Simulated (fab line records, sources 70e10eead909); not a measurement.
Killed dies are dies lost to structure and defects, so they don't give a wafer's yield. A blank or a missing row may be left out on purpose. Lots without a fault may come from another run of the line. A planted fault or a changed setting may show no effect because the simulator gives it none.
Which tool did it? | flow nand_harc | 12 lots, 36 wafers sampled, at 6 steps of a route of 1302

WHAT THE GAUGES READ, wafer by wafer
NHARC_P_GATE_INSPECT_68. Usual: raw_defect_count 189, standard deviation 63.
lot  | measured     | on                | raw_defect_count | flag
L553 | day 7 08:13  | defect_inspect-01 | 127 252 142      |
L554 | day 7 18:38  | defect_inspect-01 | 226 224 295      |
L556 | day 8 05:40  | defect_inspect-02 | 165 226 175      |
L559 | day 9 21:09  | defect_inspect-02 | 235 224 357      |
L560 | day 10 00:38 | defect_inspect-01 | 840 884 858      | OFF
L563 | day 11 15:08 | defect_inspect-02 | 823 822 831      | OFF
L568 | day 13 13:39 | defect_inspect-01 | 173 148 125      |
L569 | day 13 21:26 | defect_inspect-01 | 219 228 268      |
L571 | day 14 19:18 | defect_inspect-02 | 352 166 155      |
L570 | day 14 19:23 | defect_inspect-01 | 218 263 263      |
L572 | day 14 21:25 | defect_inspect-01 | 260 217 222      |
L573 | day 15 09:51 | defect_inspect-01 | 266 283 216      |

NHARC_END_SORT_01. Usual: killed_at_array 61, standard deviation 24; killed_at_other 1.2, standard deviation 1.3; killed_at_periphery 3.7, standard deviation 2.6; killed_dies 66, standard deviation 23; killed_open 3.3, standard deviation 1.8; killed_short 2.4, standard deviation 1.6.
lot  | measured     | on        | killed_at_array | killed_at_other | killed_at_periphery | killed_dies | killed_open | killed_short | flag
L560 | day 28 21:35 | prober-02 | 93 87 60        | 0 0 1           | 70 86 83            | 163 173 144 | 4 1 3       | 4 1 1        | OFF
L563 | day 30 07:57 | prober-01 | 43 49 57        | 2 0 2           | 97 54 90            | 142 103 149 | 4 3 3       | 1 1 4        | OFF

WHICH TOOL RAN EACH LOT (tool, then ch and the chambers of the sampled wafers, then the start)
lot  | NHARC_P_GATE_HM_OPEN_105           | NHARC_P_GATE_STRIP_75                | NHARC_P_GATE_RTA_82              | NHARC_P_CONTACT_DEP_30
L553 | rie_diel-07 ch 1,2,3, day 6 14:00  | plasma_asher-01 ch 0,1, day 7 02:31  | rtp_anneal-02 ch 0, day 7 08:03  | pecvd-04 ch 0,2, day 7 08:19
L554 | rie_diel-01 ch 0,2,3, day 6 20:00  | plasma_asher-02 ch 0,1, day 7 13:05  | rtp_anneal-01 ch 0, day 7 18:30  | pecvd-01 ch 0,1,2, day 7 18:47
L556 | rie_diel-01 ch 0,1, day 7 11:00    | plasma_asher-02 ch 0,1, day 7 23:49  | rtp_anneal-01 ch 0, day 8 05:28  | pecvd-04 ch 0,1,2, day 8 05:44
L559 | rie_diel-01 ch 2,3, day 9 03:00    | plasma_asher-01 ch 0,1, day 9 15:35  | rtp_anneal-01 ch 0, day 9 20:59  | pecvd-03 ch 0,2, day 9 21:17
L560 | rie_diel-01 ch 0,3, day 9 06:00    | plasma_asher-01 ch 1, day 9 19:05    | rtp_anneal-01 ch 0, day 10 00:26 | pecvd-01 ch 0,1, day 10 00:46
L563 | rie_diel-01 ch 1,2, day 10 18:00   | plasma_asher-01 ch 0,1, day 11 08:58 | rtp_anneal-01 ch 0, day 11 14:56 | pecvd-01 ch 0, day 11 15:16
L568 | rie_diel-11 ch 1,2, day 12 19:00   | plasma_asher-02 ch 0,1, day 13 07:59 | rtp_anneal-01 ch 0, day 13 13:32 | pecvd-04 ch 0,1,2, day 13 13:50
L569 | rie_diel-01 ch 0,1,2, day 13 03:00 | plasma_asher-02 ch 0, day 13 15:45   | rtp_anneal-02 ch 0, day 13 21:16 | pecvd-01 ch 0,1, day 13 21:34
L571 | rie_diel-07 ch 0,1,3, day 14 00:00 | plasma_asher-01 ch 0,1, day 14 12:40 | rtp_anneal-01 ch 0, day 14 19:10 | pecvd-03 ch 0,1, day 14 19:25
L570 | rie_diel-11 ch 0,1,2, day 14 00:00 | plasma_asher-02 ch 0,1, day 14 13:05 | rtp_anneal-02 ch 0, day 14 19:11 | pecvd-04 ch 1,2, day 14 19:27
L572 | rie_diel-07 ch 0,1,3, day 14 02:00 | plasma_asher-01 ch 0,1, day 14 15:58 | rtp_anneal-01 ch 0, day 14 21:14 | pecvd-03 ch 0,1, day 14 21:31
L573 | rie_diel-11 ch 0,3, day 14 15:00   | plasma_asher-02 ch 0,1, day 15 04:10 | rtp_anneal-02 ch 0, day 15 09:39 | pecvd-04 ch 1,2, day 15 09:55
- NHARC_P_GATE_HM_OPEN_105: chemistry O2/COS, target depth 360 nm.
- NHARC_P_GATE_STRIP_75: strips in O2.
- NHARC_P_GATE_RTA_82: time 30 s.
- NHARC_P_CONTACT_DEP_30: deposits SiNx, target thk 30 nm.

WHAT THE TOOLS THEMSELVES READ (means of the sampled wafers that have a number; where no wafer has one, the mark that the record gives instead)
NHARC_P_GATE_HM_OPEN_105. Usual: drypump_motor_current_A 5.8 A, standard deviation 0.44; o2_flow_sccm 399.8 sccm, standard deviation 1.3; oes_product_au 1.001 a.u., standard deviation 0.0098; rf_vpp_V 466.4 V, standard deviation 2.5; showerhead_plenum_p_Torr 3.09 Torr, standard deviation 0.11; throttle_valve_pct 28.332 %, standard deviation 0.0083.
lot  | tool        | drypump_motor_current_A (A) | o2_flow_sccm (sccm) | oes_product_au (a.u.) | rf_vpp_V (V) | showerhead_plenum_p_Torr (Torr) | throttle_valve_pct (%) | flag
L553 | rie_diel-07 | 5.9                         | 400.3               | 0.997                 | 467.0        | 3.10                            | 28.335                 |
L554 | rie_diel-01 | 5.4                         | 398.9               | 0.998                 | 467.7        | 3.16                            | 28.333                 |
L556 | rie_diel-01 | 6.0                         | 400.7               | 1.008                 | 467.1        | 3.13                            | 28.330                 |
L559 | rie_diel-01 | 5.2                         | 399.8               | 0.998                 | 468.3        | 3.19                            | 28.337                 |
L560 | rie_diel-01 | 5.7                         | 400.4               | 1.002                 | 468.1        | 3.22                            | 28.333                 |
L563 | rie_diel-01 | 5.6                         | 400.4               | 0.987                 | 465.3        | 3.01                            | 28.327                 |
L568 | rie_diel-11 | 6.0                         | 399.6               | 1.005                 | 465.0        | 3.01                            | 28.329                 |
L569 | rie_diel-01 | 5.8                         | 401.1               | 0.996                 | 466.5        | 3.07                            | 28.327                 |
L571 | rie_diel-07 | 6.0                         | 399.8               | 1.006                 | 464.5        | 2.98                            | 28.331                 |
L570 | rie_diel-11 | 6.1                         | 398.8               | 1.006                 | 466.5        | 3.08                            | 28.332                 |
L572 | rie_diel-07 | 6.0                         | 398.7               | 1.000                 | 463.8        | 2.98                            | 28.321                 |
L573 | rie_diel-11 | 5.9                         | 399.4               | 1.009                 | 468.6        | 3.17                            | 28.329                 |

NHARC_P_GATE_STRIP_75. Usual: drypump_motor_current_A 5.1 A, standard deviation 0.46; heater_power_w 317 W, standard deviation 18; rf_refl_power_W 19 W, standard deviation 7.6.
lot  | tool            | drypump_motor_current_A (A) | heater_power_w (W) | rf_refl_power_W (W) | flag
L553 | plasma_asher-01 | 5.4                         | 287                | 28                  |
L554 | plasma_asher-02 | 5.0                         | 329                | 16                  |
L556 | plasma_asher-02 | 4.8                         | 334                | 14                  |
L559 | plasma_asher-01 | 5.8                         | 309                | 22                  |
L560 | plasma_asher-01 | 6.1                         | 305                | 15                  |
L563 | plasma_asher-01 | 5.7                         | 309                | 21                  |
L568 | plasma_asher-02 | 4.8                         | 321                | 14                  |
L569 | plasma_asher-02 | 4.7                         | 328                | 12                  |
L571 | plasma_asher-01 | 5.7                         | 307                | 22                  |
L570 | plasma_asher-02 | 4.8                         | 318                | 14                  |
L572 | plasma_asher-01 | 5.7                         | 309                | 22                  |
L573 | plasma_asher-02 | 5.0                         | 310                | 16                  |

NHARC_P_GATE_RTA_82. Usual: lamp_power_pct 3.91 %, standard deviation 0.23; lamp_zone_6_pct 3.88 %, standard deviation 0.23; wafer_temp_C_max 452.6, standard deviation 0.6.
lot  | tool          | lamp_power_pct (%) | lamp_zone_6_pct (%) | wafer_temp_C_max | flag
L553 | rtp_anneal-02 | 4.12               | 4.09                | 452.6            |
L554 | rtp_anneal-01 | 3.66               | 3.63                | 452.5            |
L556 | rtp_anneal-01 | 3.67               | 3.63                | 452.3            |
L559 | rtp_anneal-01 | 3.67               | 3.63                | 452.5            |
L560 | rtp_anneal-01 | 3.66               | 3.63                | 452.8            |
L563 | rtp_anneal-01 | 3.67               | 3.63                | 452.2            |
L568 | rtp_anneal-01 | 3.67               | 3.64                | 452.3            |
L569 | rtp_anneal-02 | 4.13               | 4.09                | 452.5            |
L571 | rtp_anneal-01 | 3.67               | 3.63                | 452.6            |
L570 | rtp_anneal-02 | 4.12               | 4.09                | 453.1            |
L572 | rtp_anneal-01 | 3.66               | 3.63                | 451.5            |
L573 | rtp_anneal-02 | 4.12               | 4.09                | 452.7            |

NHARC_P_CONTACT_DEP_30. Usual: heater_power_w 712 W, standard deviation 100.
lot  | tool     | heater_power_w (W) | flag
L553 | pecvd-04 | 642                |
L554 | pecvd-01 | 756                |
L556 | pecvd-04 | 671                |
L559 | pecvd-03 | 584                |
L560 | pecvd-01 | 733                |
L563 | pecvd-01 | 826                |
L568 | pecvd-04 | 736                |
L569 | pecvd-01 | 823                |
L571 | pecvd-03 | 666                |
L570 | pecvd-04 | 696                |
L572 | pecvd-03 | 680                |
L573 | pecvd-04 | 664                |

THE ANSWER, worked out from the rows above alone
Rule: a lot is off if the mean of its wafers that have a number lies more than 3 standard deviations from the usual mean. A lot without any number at a reading at which 4 lots or more have one is off too. The other lots that the step has rows for count as sound. The gauges are gone through in route order, then the tools' own readings, and for those a lot's mean is taken as printed above. The first step at which some lot is off is used, and at that step the reading that is off furthest; a lot without a number counts as furthest.
Off: L560, L563, at NHARC_P_GATE_INSPECT_68 (raw_defect_count).
A tool fits if, at a process step before that reading, it ran every lot that is off, and no sound lot after the first of them. The gauges at NHARC_P_GATE_INSPECT_68 aren't tried: what is off there is off at NHARC_END_SORT_01 too, on other tools, and a gauge's error can't cause that. None of those tried fits.

WHAT THE SIMULATOR HAD PUT IN
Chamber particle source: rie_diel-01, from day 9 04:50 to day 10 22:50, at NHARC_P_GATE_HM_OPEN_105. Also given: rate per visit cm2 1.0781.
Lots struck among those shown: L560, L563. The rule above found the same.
